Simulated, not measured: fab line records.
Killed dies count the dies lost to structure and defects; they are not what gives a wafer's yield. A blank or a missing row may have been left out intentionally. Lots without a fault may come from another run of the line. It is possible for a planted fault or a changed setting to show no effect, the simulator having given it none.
fab line records | flow n5-finfet | part 1 of 2: steps 1 to 4 of 6
record lots=21 | wafers=63 | last-day=17
route steps=1938 shown PMOS_HMC_CHANNEL_EPI@87 FIN_SAQP@98
lots that met no fault: from a run of the same line without faults
start-h: hours from the record's opening day to when the first of the lot's shown wafers began | wait-h: time in hours since the lot's previous step | " as in the row above | L1.1+2: several wafers, shown together as one row | - no value, or no start was given | * or withheld: withheld | < > ~ a bound
route shown NAME@n: names a module that has steps shown in the file, with the first one's number in the route | usual: average and standard deviation across the fault-free wafers | same: alike in all rows | chamber/n: place in a boat | sites: the reading at each site | _std_site: the values' standard deviation | _edge_site: mean of outer sites minus mean of inner sites | radius-mm: for every site, how far away it sits from the centre of the wafer | mask NAME#n: copy n | behind: the last tool/chamber to shape the wafer | hold: the reason the lot was held/the length of the hold in hours/how it ended | device: transistor that didn't switch, given as n, p or np | end of line: the same wafers' tests at the end of the route | a step with no rows: only its recipe | killed: the dies lost at the first sort to structure and to defects; this is not the yield of the wafer | map: dies across one wafer; x = killed, . = not, _ = none there
set.NAME: the run value of the setting; set.NAME@STEP: its run value at that earlier step | model.NAME: the simulator's own value behind a step, which no gauge read
steps of the route over a sample of lots; a table a step, a row a wafer
services: the hour from which a tool's chamber was out of use, counted from the record's first day as start-h (under 0 if before that day), plus the number of hours and why
## steps
# step N5_PMOS_HMC_CHANNEL_EPI_EPI_26
# recipe material=Si | target-thk-a=38 | temp-c=650 | precursor=SiH4/H2 | pressure-torr=20 | time-s=22.7
# usual lamp-inner-pct=13.5/1.8 | susceptor_temp_C_max=651.4/0.52 | throttle-valve-pct=11.0/0.31
# same time-s=22.7
lot.wafer | tool         | chamber | start-h | wait-h | lamp-inner-pct | susceptor_temp_C_max | throttle-valve-pct
L074.3    | epi-rpcvd-01 | 0       | 19.88   | 0.1    | 13.1           | 650.8                | 10.8
L074.4    | "            | 0       | "       | "      | 12.9           | 650.6                | 10.7
L074.5    | "            | 0       | "       | "      | 12.9           | 650.8                | 10.6
L075.2    | epi-rpcvd-03 | 0       | 25.70   | 0.1    | 17.8           | 651.5                | 11.2
L075.3    | "            | 0       | "       | "      | 17.6           | 652.2                | 11.1
L075.5    | "            | 0       | "       | "      | 17.8           | 652.3                | 11.1
L076.2    | epi-rpcvd-03 | 0       | 31.58   | 0.1    | 17.4           | 651.0                | 11.0
L076.4    | "            | 0       | "       | "      | 17.5           | 651.7                | 11.2
L076.6    | "            | 0       | "       | "      | 17.4           | 652.0                | 11.0
L077.2    | epi-rpcvd-03 | 0       | 38.88   | 0.1    | 17.7           | 652.0                | 11.1
L077.4    | "            | 0       | "       | "      | 17.6           | 652.2                | 11.0
L077.5    | "            | 0       | "       | "      | 17.5           | 651.7                | 11.3
L078.3    | epi-rpcvd-04 | 0       | 44.18   | 0.1    | 12.7           | 651.3                | 11.2
L078.4    | "            | 0       | "       | "      | 12.6           | 651.2                | 11.3
L078.5    | "            | 0       | "       | "      | 12.4           | 651.4                | 11.4
L079.1    | epi-rpcvd-01 | 0       | 50.31   | 0.0    | 13.0           | 651.4                | 10.8
L079.2    | "            | 0       | "       | "      | 12.8           | 650.5                | 10.8
L079.6    | "            | 0       | "       | "      | 12.8           | 650.9                | 10.9
L080.1    | epi-rpcvd-04 | 0       | 55.82   | 0.0    | 12.6           | 651.7                | 11.4
L080.2    | "            | 0       | "       | "      | 12.5           | 652.1                | 11.4
L080.5    | "            | 0       | "       | "      | 12.6           | 652.1                | 11.3
L081.2    | epi-rpcvd-01 | 0       | 62.37   | 0.1    | 12.8           | 651.1                | 10.7
L081.3    | "            | 0       | "       | "      | 12.9           | 650.7                | 10.7
L081.4    | "            | 0       | "       | "      | 12.8           | 651.7                | 10.5
L082.1    | epi-rpcvd-01 | 0       | 68.40   | 0.0    | 12.7           | 651.1                | 10.6
L082.3    | "            | 0       | "       | "      | 12.9           | 651.7                | 10.9
L082.6    | "            | 0       | "       | "      | 12.7           | 651.8                | 10.9
L084.2    | epi-rpcvd-01 | 0       | 80.56   | 0.1    | 12.7           | 651.5                | 10.8
L084.3    | "            | 0       | "       | "      | 12.8           | 651.6                | 10.8
L084.6    | "            | 0       | "       | "      | 12.8           | 651.7                | 10.7
L085.1    | epi-rpcvd-01 | 0       | 86.10   | 0.0    | 12.8           | 651.1                | 10.8
L085.4    | "            | 0       | "       | "      | 12.8           | 651.5                | 10.8
L085.5    | "            | 0       | "       | "      | 12.9           | 651.6                | 10.7
L086.4    | epi-rpcvd-01 | 0       | 92.99   | 0.2    | 13.0           | 650.4                | 10.6
L086.5    | "            | 0       | "       | "      | 12.8           | 650.6                | 10.9
L086.6    | "            | 0       | "       | "      | 12.9           | 650.6                | 10.7
L087.3    | epi-rpcvd-04 | 0       | 101.04  | 0.1    | 12.6           | 651.4                | 11.7
L087.4    | "            | 0       | "       | "      | 12.7           | 651.9                | 11.5
L087.6    | "            | 0       | "       | "      | 12.5           | 652.1                | 11.2
L088.1    | epi-rpcvd-03 | 0       | 104.98  | 0.0    | 17.6           | 652.3                | 11.0
L088.4    | "            | 0       | "       | "      | 17.7           | 651.3                | 11.3
L088.6    | "            | 0       | "       | "      | 17.4           | 652.1                | 11.2
L089.1    | epi-rpcvd-04 | 0       | 111.44  | 0.0    | 12.5           | 651.7                | 11.4
L089.2    | "            | 0       | "       | "      | 12.3           | 651.9                | 11.1
L089.4    | "            | 0       | "       | "      | 12.4           | 651.3                | 11.1
L090.2    | epi-rpcvd-01 | 0       | 117.84  | 0.1    | 12.8           | 651.4                | 10.8
L090.3    | "            | 0       | "       | "      | 12.8           | 650.9                | 10.8
L090.5    | "            | 0       | "       | "      | 12.9           | 650.9                | 10.8
L092.3    | epi-rpcvd-04 | 0       | 128.83  | 0.2    | 12.6           | 651.6                | 11.5
L092.5    | "            | 0       | "       | "      | 12.5           | 651.4                | 11.4
L092.6    | "            | 0       | "       | "      | 12.5           | 650.7                | 11.3
L093.2    | epi-rpcvd-04 | 0       | 134.59  | 0.1    | 12.3           | 651.8                | 11.5
L093.4    | "            | 0       | "       | "      | 12.4           | 651.4                | 11.6
L093.6    | "            | 0       | "       | "      | 12.4           | 651.3                | 11.5
L095.2    | epi-rpcvd-01 | 0       | 146.76  | 0.1    | 12.8           | 650.8                | 10.8
L095.4    | "            | 0       | "       | "      | 12.8           | 651.2                | 11.0
L095.6    | "            | 0       | "       | "      | 12.8           | 650.8                | 10.9
L096.1    | epi-rpcvd-01 | 0       | 152.26  | 0.0    | 12.8           | 650.8                | 10.7
L096.2    | "            | 0       | "       | "      | 12.8           | 651.3                | 10.7
L096.6    | "            | 0       | "       | "      | 12.9           | 650.9                | 10.6
L097.2    | epi-rpcvd-01 | 0       | 157.77  | 0.1    | 12.8           | 650.9                | 10.9
L097.3    | "            | 0       | "       | "      | 12.9           | 650.9                | 10.5
L097.5    | "            | 0       | "       | "      | 12.9           | 651.6                | 10.6
# step N5_FIN_SAQP_PECVD_47
# recipe material=a-Si | target-thk-a=450 | temp-c=400 | precursor=SiH4/He | pressure-torr=3 | rf-w=100 | time-s=36.3
# usual heater-power-w=876/98 | showerhead-plenum-p-Torr=5.68/0.055 | throttle-valve-pct=18.7/1.2
# same time-s=36.3
lot.wafer | tool     | chamber | start-h | wait-h | heater-power-w | showerhead-plenum-p-Torr | throttle-valve-pct
L074.3    | pecvd-01 | 0       | 20.82   | 0.0    | 927            | 5.74                     | 17.9
L074.4    | "        | 0       | "       | "      | 940            | 5.72                     | 17.9
L074.5    | "        | 2       | "       | "      | 881            | 5.56                     | 16.6
L075.2    | pecvd-02 | 0       | 28.12   | 0.0    | 846            | 5.73                     | 19.6
L075.3    | "        | 1       | "       | "      | 766            | 5.67                     | 18.8
L075.5    | "        | 0       | "       | "      | 705            | 5.70                     | 19.5
L076.2    | pecvd-02 | 0       | 32.83   | 0.0    | 720            | 5.71                     | 19.7
L076.4    | "        | 0       | "       | "      | 726            | 5.72                     | 19.4
L076.6    | "        | 0       | "       | "      | 746            | 5.71                     | 19.7
L077.2    | pecvd-02 | 0       | 40.09   | 0.0    | 766            | 5.72                     | 19.6
L077.4    | "        | 0       | "       | "      | 780            | 5.73                     | 19.7
L077.5    | "        | 1       | "       | "      | 717            | 5.66                     | 18.7
L078.3    | pecvd-04 | 1       | 45.14   | 0.0    | 991            | 5.71                     | 18.4
L078.4    | "        | 2       | "       | "      | 947            | 5.62                     | 20.9
L078.5    | "        | 1       | "       | "      | 994            | 5.72                     | 18.4
L079.1    | pecvd-01 | 2       | 51.40   | 0.0    | 933            | 5.55                     | 16.6
L079.2    | "        | 0       | "       | "      | 865            | 5.71                     | 18.1
L079.6    | "        | 2       | "       | "      | 944            | 5.54                     | 16.5
L080.1    | pecvd-01 | 2       | 58.13   | 0.0    | 868            | 5.54                     | 16.7
L080.2    | "        | 1       | "       | "      | 845            | 5.66                     | 17.5
L080.5    | "        | 2       | "       | "      | 892            | 5.54                     | 16.3
L081.2    | pecvd-02 | 1       | 63.51   | 0.0    | 790            | 5.67                     | 18.7
L081.3    | "        | 2       | "       | "      | 923            | 5.69                     | 17.0
L081.4    | "        | 0       | "       | "      | 830            | 5.72                     | 19.8
L082.1    | pecvd-04 | 2       | 69.59   | 0.0    | 886            | 5.61                     | 21.0
L082.3    | "        | 0       | "       | "      | 884            | 5.73                     | 18.6
L082.6    | "        | 0       | "       | "      | 903            | 5.75                     | 18.6
L084.2    | pecvd-02 | 0       | 81.54   | 0.0    | 779            | 5.71                     | 19.7
L084.3    | "        | 2       | "       | "      | 916            | 5.68                     | 17.0
L084.6    | "        | 2       | "       | "      | 912            | 5.69                     | 17.0
L085.1    | pecvd-02 | 1       | 87.36   | 0.0    | 830            | 5.67                     | 18.9
L085.4    | "        | 0       | "       | "      | 816            | 5.73                     | 19.7
L085.5    | "        | 2       | "       | "      | 837            | 5.68                     | 17.1
L086.4    | pecvd-02 | 1       | 94.80   | 0.1    | 769            | 5.68                     | 19.0
L086.5    | "        | 2       | "       | "      | 844            | 5.68                     | 17.2
L086.6    | "        | 0       | "       | "      | 824            | 5.72                     | 20.0
L087.3    | pecvd-04 | 0       | 101.99  | 0.0    | 815            | 5.75                     | 19.1
L087.4    | "        | 2       | "       | "      | 998            | 5.62                     | 20.9
L087.6    | "        | 1       | "       | "      | 1063           | 5.71                     | 18.4
L088.1    | pecvd-01 | 1       | 106.15  | 0.0    | 815            | 5.64                     | 17.5
L088.4    | "        | 1       | "       | "      | 681            | 5.65                     | 17.6
L088.6    | "        | 0       | "       | "      | 884            | 5.73                     | 18.4
L089.1    | pecvd-04 | 2       | 112.60  | 0.0    | 871            | 5.62                     | 20.9
L089.2    | "        | 0       | "       | "      | 887            | 5.73                     | 18.7
L089.4    | "        | 0       | "       | "      | 888            | 5.74                     | 18.9
L090.2    | pecvd-01 | 0       | 119.12  | 0.0    | 892            | 5.72                     | 18.2
L090.3    | "        | 1       | "       | "      | 732            | 5.66                     | 17.4
L090.5    | "        | 0       | "       | "      | 892            | 5.74                     | 18.3
L092.3    | pecvd-02 | 2       | 129.85  | 0.0    | 899            | 5.69                     | 17.2
L092.5    | "        | 1       | "       | "      | 824            | 5.65                     | 18.5
L092.6    | "        | 0       | "       | "      | 714            | 5.72                     | 19.8
L093.2    | pecvd-04 | 0       | 136.18  | 0.0    | 964            | 5.75                     | 18.6
L093.4    | "        | 1       | "       | "      | 1095           | 5.71                     | 18.3
L093.6    | "        | 2       | "       | "      | 971            | 5.62                     | 21.1
L095.2    | pecvd-02 | 0       | 147.84  | 0.0    | 845            | 5.72                     | 20.2
L095.4    | "        | 2       | "       | "      | 901            | 5.69                     | 17.0
L095.6    | "        | 1       | "       | "      | 839            | 5.66                     | 18.9
L096.1    | pecvd-04 | 0       | 153.40  | 0.0    | 962            | 5.74                     | 18.6
L096.2    | "        | 1       | "       | "      | 1053           | 5.72                     | 18.2
L096.6    | "        | 1       | "       | "      | 1005           | 5.71                     | 18.5
L097.2    | pecvd-04 | 0       | 158.87  | 0.0    | 942            | 5.75                     | 18.7
L097.3    | "        | 1       | "       | "      | 1099           | 5.71                     | 18.2
L097.5    | "        | 1       | "       | "      | 1075           | 5.72                     | 18.6
# step N5_FIN_SAQP_HM_DEP_72
# recipe material=SiO2 | target-thk-a=120 | temp-c=400 | precursor=SiH4/N2O | pressure-torr=0.75 | rf-w=275 | time-s=7.2
# usual heater-power-w=806/92 | showerhead-plenum-p-Torr=8.17/0.17
# same time-s=7.2
lot.wafer | tool     | chamber | start-h | wait-h | heater-power-w | showerhead-plenum-p-Torr
L074.3    | pecvd-04 | 0       | 21.03   | 0.0    | 892            | 8.35
L074.4    | "        | 1       | "       | "      | 914            | 8.26
L074.5    | "        | 0       | "       | "      | 893            | 8.37
L075.2    | pecvd-04 | 0       | 28.40   | 0.0    | 889            | 8.36
L075.3    | "        | 2       | "       | "      | 871            | 8.01
L075.5    | "        | 0       | "       | "      | 876            | 8.36
L076.2    | pecvd-01 | 2       | 33.10   | 0.0    | 818            | 7.81
L076.4    | "        | 2       | "       | "      | 816            | 7.82
L076.6    | "        | 0       | "       | "      | 810            | 8.31
L077.2    | pecvd-02 | 1       | 40.36   | 0.0    | 632            | 8.14
L077.4    | "        | 0       | "       | "      | 765            | 8.29
L077.5    | "        | 1       | "       | "      | 660            | 8.13
L078.3    | pecvd-01 | 2       | 45.35   | 0.0    | 737            | 7.81
L078.4    | "        | 2       | "       | "      | 743            | 7.82
L078.5    | "        | 1       | "       | "      | 782            | 8.11
L079.1    | pecvd-04 | 2       | 51.61   | 0.0    | 801            | 8.01
L079.2    | "        | 0       | "       | "      | 889            | 8.38
L079.6    | "        | 2       | "       | "      | 811            | 8.01
L080.1    | pecvd-02 | 1       | 58.34   | 0.0    | 654            | 8.14
L080.2    | "        | 2       | "       | "      | 847            | 8.22
L080.5    | "        | 2       | "       | "      | 843            | 8.22
L081.2    | pecvd-02 | 0       | 63.72   | 0.0    | 772            | 8.28
L081.3    | "        | 1       | "       | "      | 750            | 8.15
L081.4    | "        | 1       | "       | "      | 757            | 8.13
L082.1    | pecvd-01 | 1       | 69.81   | 0.0    | 696            | 8.10
L082.3    | "        | 2       | "       | "      | 829            | 7.83
L082.6    | "        | 2       | "       | "      | 840            | 7.81
L084.2    | pecvd-04 | 2       | 81.75   | 0.0    | 927            | 8.03
L084.3    | "        | 0       | "       | "      | 892            | 8.36
L084.6    | "        | 0       | "       | "      | 888            | 8.33
L085.1    | pecvd-01 | 1       | 87.57   | 0.0    | 678            | 8.12
L085.4    | "        | 1       | "       | "      | 677            | 8.10
L085.5    | "        | 1       | "       | "      | 661            | 8.10
L086.4    | pecvd-01 | 1       | 95.01   | 0.1    | 650            | 8.10
L086.5    | "        | 2       | "       | "      | 774            | 7.82
L086.6    | "        | 0       | "       | "      | 863            | 8.33
L087.3    | pecvd-01 | 0       | 102.20  | 0.0    | 858            | 8.34
L087.4    | "        | 1       | "       | "      | 760            | 8.11
L087.6    | "        | 2       | "       | "      | 737            | 7.82
L088.1    | pecvd-01 | 1       | 106.36  | 0.0    | 746            | 8.09
L088.4    | "        | 2       | "       | "      | 726            | 7.82
L088.6    | "        | 0       | "       | "      | 799            | 8.33
L089.1    | pecvd-02 | 1       | 112.81  | 0.0    | 756            | 8.13
L089.2    | "        | 0       | "       | "      | 755            | 8.31
L089.4    | "        | 1       | "       | "      | 763            | 8.13
L090.2    | pecvd-04 | 1       | 119.33  | 0.0    | 981            | 8.25
L090.3    | "        | 2       | "       | "      | 900            | 8.03
L090.5    | "        | 0       | "       | "      | 887            | 8.37
L092.3    | pecvd-01 | 2       | 130.06  | 0.0    | 864            | 7.84
L092.5    | "        | 0       | "       | "      | 759            | 8.35
L092.6    | "        | 2       | "       | "      | 884            | 7.81
L093.2    | pecvd-01 | 2       | 136.39  | 0.0    | 769            | 7.81
L093.4    | "        | 2       | "       | "      | 771            | 7.82
L093.6    | "        | 0       | "       | "      | 833            | 8.34
L095.2    | pecvd-02 | 2       | 148.05  | 0.0    | 759            | 8.22
L095.4    | "        | 1       | "       | "      | 762            | 8.12
L095.6    | "        | 2       | "       | "      | 772            | 8.22
L096.1    | pecvd-04 | 2       | 153.60  | 0.0    | 914            | 8.02
L096.2    | "        | 1       | "       | "      | 1020           | 8.27
L096.6    | "        | 0       | "       | "      | 804            | 8.36
L097.2    | pecvd-02 | 0       | 159.07  | 0.0    | 718            | 8.29
L097.3    | "        | 1       | "       | "      | 741            | 8.15
L097.5    | "        | 1       | "       | "      | 758            | 8.16
# step N5_FIN_SAQP_ETCH_51
# recipe chemistry=CF4 | target=SiARC | target-depth-a=455 | mask-material=CAR-ArF | time-s=75.8 | ion-energy-ev=80 | pressure-mtorr=40 | source-w=545 | bias-w=36 | Ar_flow_sccm=100 | cf4-flow-sccm=100 | ends=cleared
# usual chamber-pressure-mTorr=40.00/0.034 | drypump-motor-current-A=6.0/0.45 | etch-rf-on-time-s=76.3/0.94 | oes-product-au=0.66/0.06 | rf-vpp-V=184.3/1.1 | showerhead-plenum-p-Torr=2.17/0.064 | throttle-valve-pct=15.57/0.15
lot.wafer | tool        | chamber | start-h | wait-h | chamber-pressure-mTorr | drypump-motor-current-A | etch-rf-on-time-s | oes-product-au | rf-hours-counter-h | rf-vpp-V | showerhead-plenum-p-Torr | throttle-valve-pct
L074.3    | rie-diel-01 | 3       | 21.61   | 0.0    | 40.04                  | 5.1                     | 76.2              | 0.64           | 180                | 183.6    | 2.05                     | 15.61
L074.4    | "           | 0       | "       | "      | 39.98                  | 5.5                     | 76.2              | 0.81           | 11                 | 186.0    | 2.19                     | 15.77
L074.5    | "           | 3       | "       | "      | 40.00                  | 5.1                     | 75.6              | 0.64           | -                  | 184.0    | 2.05                     | 15.61
L075.2    | rie-diel-01 | 1       | 28.98   | 0.0    | 39.90                  | 6.6                     | 75.8              | 0.79           | 19                 | 184.3    | 2.19                     | 15.77
L075.3    | "           | 0       | "       | "      | 40.03                  | 5.4                     | 75.8              | 0.82           | 13                 | 184.0    | 2.19                     | 15.76
L075.5    | "           | 1       | "       | "      | 39.96                  | 6.6                     | 75.4              | 0.80           | -                  | 184.4    | 2.19                     | 15.78
L076.2    | rie-diel-05 | 1       | 33.72   | 0.0    | 40.07                  | 6.3                     | 76.8              | 0.61           | 196                | 183.8    | 2.22                     | 15.66
L076.4    | "           | 2       | "       | "      | 40.04                  | 6.6                     | 76.8              | 0.71           | 88                 | 183.9    | 2.16                     | 15.50
L076.6    | "           | 2       | "       | "      | 39.99                  | 6.6                     | 76.4              | 0.71           | -                  | 186.3    | 2.16                     | 15.52
L077.2    | rie-diel-04 | 3       | 40.97   | 0.0    | 40.03                  | 5.6                     | 75.6              | 0.66           | 143                | 185.7    | 2.23                     | 15.34
L077.4    | "           | 1       | "       | "      | 40.02                  | 5.7                     | 73.4              | 0.72           | -                  | 185.1    | 2.16                     | 15.73
L077.5    | "           | 2       | "       | "      | 40.03                  | 5.7                     | 75.6              | 0.61           | -                  | 184.3    | 2.21                     | 15.43
L078.3    | rie-diel-01 | 1       | 45.86   | 0.0    | 39.97                  | 6.6                     | 76.4              | 0.78           | 26                 | 185.2    | 2.19                     | 15.79
L078.4    | "           | 0       | "       | "      | 39.98                  | 5.5                     | 75.6              | 0.81           | 19                 | 184.1    | 2.19                     | 15.78
L078.5    | "           | 1       | "       | "      | 39.98                  | 6.6                     | 76.6              | 0.78           | -                  | 184.2    | 2.19                     | 15.78
L079.1    | rie-diel-05 | 3       | 52.19   | 0.0    | 40.03                  | 5.6                     | 75.7              | 0.71           | 76                 | 185.7    | 2.26                     | 15.62
L079.2    | "           | 0       | "       | "      | 40.05                  | 5.6                     | 77.4              | 0.76           | 37                 | 183.7    | 2.10                     | 15.37
L079.6    | "           | 1       | "       | "      | 39.97                  | 6.3                     | 77.8              | 0.61           | -                  | 186.2    | 2.22                     | 15.66
L080.1    | rie-diel-04 | 2       | 58.94   | 0.0    | 39.96                  | 5.8                     | 75.7              | 0.60           | 204                | 183.5    | 2.21                     | 15.46
L080.2    | "           | 0       | "       | "      | 39.98                  | 6.6                     | 76.9              | 0.63           | 181                | 182.7    | 2.05                     | 15.41
L080.5    | "           | 0       | "       | "      | 40.02                  | 6.6                     | 77.0              | 0.63           | -                  | 182.7    | 2.05                     | 15.43
L081.2    | rie-diel-04 | 2       | 64.22   | 0.0    | 40.03                  | 5.7                     | 76.3              | 0.60           | 205                | 184.4    | 2.21                     | 15.47
L081.3    | "           | 3       | "       | "      | 39.97                  | 5.6                     | 76.8              | 0.64           | 150                | 184.9    | 2.23                     | 15.35
L081.4    | "           | 0       | "       | "      | 39.96                  | 6.6                     | 76.7              | 0.63           | 183                | 182.9    | 2.05                     | 15.39
L082.1    | rie-diel-05 | 0       | 70.26   | 0.0    | 39.96                  | 5.6                     | 76.9              | 0.75           | 43                 | 183.1    | 2.09                     | 15.37
L082.3    | "           | 3       | "       | "      | 40.01                  | 5.5                     | 76.0              | 0.71           | 82                 | 184.1    | 2.26                     | 15.65
L082.6    | "           | 2       | "       | "      | 39.97                  | 6.5                     | 75.5              | 0.70           | -                  | 185.5    | 2.16                     | 15.53
L084.2    | rie-diel-05 | 2       | 82.33   | 0.0    | 40.05                  | 6.6                     | 77.0              | 0.69           | 106                | 183.8    | 2.16                     | 15.56
L084.3    | "           | 0       | "       | "      | 39.99                  | 5.6                     | 77.6              | 0.74           | 47                 | 182.9    | 2.09                     | 15.39
L084.6    | "           | 1       | "       | "      | 39.96                  | 6.3                     | 77.2              | 0.60           | -                  | 184.2    | 2.21                     | 15.68
L085.1    | rie-diel-05 | 0       | 88.43   | 0.0    | 40.05                  | 5.6                     | 78.3              | 0.74           | 49                 | 183.3    | 2.09                     | 15.40
L085.4    | "           | 2       | "       | "      | 40.07                  | 6.6                     | 76.7              | 0.70           | 108                | 184.2    | 2.16                     | 15.54
L085.5    | "           | 2       | "       | "      | 40.01                  | 6.6                     | 76.8              | 0.69           | -                  | 183.5    | 2.16                     | 15.54
L086.4    | rie-diel-04 | 2       | 96.02   | 0.0    | 40.02                  | 5.7                     | 76.0              | 0.60           | 217                | 185.3    | 2.21                     | 15.48
L086.5    | "           | 3       | "       | "      | 40.01                  | 5.7                     | 77.0              | 0.64           | -                  | 184.9    | 2.22                     | 15.36
L086.6    | "           | 2       | "       | "      | 40.04                  | 5.8                     | 76.0              | 0.60           | -                  | 183.8    | 2.21                     | 15.48
L087.3    | rie-diel-04 | 3       | 102.90  | 0.0    | 39.99                  | 5.7                     | 76.9              | 0.64           | 163                | 184.1    | 2.22                     | 15.38
L087.4    | "           | 2       | "       | "      | 40.02                  | 5.7                     | 76.2              | 0.60           | 219                | 185.8    | 2.21                     | 15.49
L087.6    | "           | 1       | "       | "      | 39.92                  | 5.7                     | 75.5              | 0.69           | -                  | 183.7    | 2.15                     | 15.78
L088.1    | rie-diel-05 | 2       | 107.14  | 0.0    | 40.01                  | 6.6                     | 76.3              | 0.69           | 116                | 183.4    | 2.15                     | 15.59
L088.4    | "           | 0       | "       | "      | 39.97                  | 5.6                     | 77.4              | 0.73           | 57                 | 183.4    | 2.09                     | 15.41
L088.6    | "           | 0       | "       | "      | 40.01                  | 5.6                     | 78.0              | 0.73           | -                  | 183.2    | 2.09                     | 15.41
L089.1    | rie-diel-04 | 2       | 114.88  | 0.0    | 40.00                  | 5.8                     | 75.5              | 0.59           | 224                | 186.6    | 2.21                     | 15.48
L089.2    | "           | 0       | "       | "      | 39.97                  | 6.6                     | 75.9              | 0.61           | 202                | 182.7    | 2.04                     | 15.45
L089.4    | "           | 3       | "       | "      | 39.99                  | 5.7                     | 76.3              | 0.63           | 169                | 185.6    | 2.22                     | 15.39
L090.2    | rie-diel-05 | 3       | 120.31  | 0.0    | 39.99                  | 5.5                     | 75.6              | 0.69           | 103                | 185.1    | 2.25                     | 15.69
L090.3    | "           | 0       | "       | "      | 40.01                  | 5.6                     | 77.3              | 0.72           | 64                 | 182.9    | 2.09                     | 15.42
L090.5    | "           | 0       | "       | "      | 40.03                  | 5.6                     | 76.3              | 0.72           | -                  | 184.1    | 2.09                     | 15.43
L092.3    | rie-diel-05 | 3       | 130.51  | 0.0    | 40.02                  | 5.6                     | 76.0              | 0.69           | 107                | 185.1    | 2.25                     | 15.67
L092.5    | "           | 2       | "       | "      | 40.02                  | 6.6                     | 76.0              | 0.68           | -                  | 183.7    | 2.15                     | 15.57
L092.6    | "           | 1       | "       | "      | 39.96                  | 6.2                     | 77.2              | 0.59           | -                  | 185.2    | 2.20                     | 15.73
L093.2    | rie-diel-04 | 0       | 136.97  | 0.0    | 40.00                  | 6.6                     | 76.8              | 0.60           | 211                | 181.8    | 2.04                     | 15.48
L093.4    | "           | 2       | "       | "      | 40.05                  | 5.7                     | 75.5              | 0.59           | 234                | 185.4    | 2.20                     | 15.50
L093.6    | "           | 0       | "       | "      | 40.01                  | 6.6                     | 75.8              | 0.60           | -                  | 182.7    | 2.04                     | 15.49
L095.2    | rie-diel-04 | 0       | 148.63  | 0.0    | 40.02                  | 6.6                     | 76.5              | 0.61           | 216                | 183.0    | 2.03                     | 15.49
L095.4    | "           | 2       | "       | "      | 40.01                  | 5.7                     | 76.1              | 0.59           | 239                | 185.5    | 2.20                     | 15.51
L095.6    | "           | 1       | "       | "      | 39.96                  | 5.7                     | 74.6              | 0.68           | -                  | 185.0    | 2.15                     | 15.84
L096.1    | rie-diel-04 | 1       | 154.51  | 0.0    | 39.98                  | 5.7                     | 74.9              | 0.68           | 121                | 184.9    | 2.15                     | 15.83
L096.2    | "           | 3       | "       | "      | 40.00                  | 5.6                     | 76.4              | 0.62           | 184                | 186.4    | 2.21                     | 15.41
L096.6    | "           | 2       | "       | "      | 40.00                  | 5.7                     | 75.2              | 0.59           | -                  | 184.0    | 2.20                     | 15.52
L097.2    | rie-diel-05 | 2       | 159.53  | 0.0    | 39.96                  | 6.6                     | 76.4              | 0.66           | 138                | 184.1    | 2.15                     | 15.62
L097.3    | "           | 0       | "       | "      | 40.02                  | 5.6                     | 77.3              | 0.70           | 80                 | 182.6    | 2.08                     | 15.46
L097.5    | "           | 1       | "       | "      | 40.05                  | 6.3                     | 77.5              | 0.58           | -                  | 183.2    | 2.20                     | 15.77
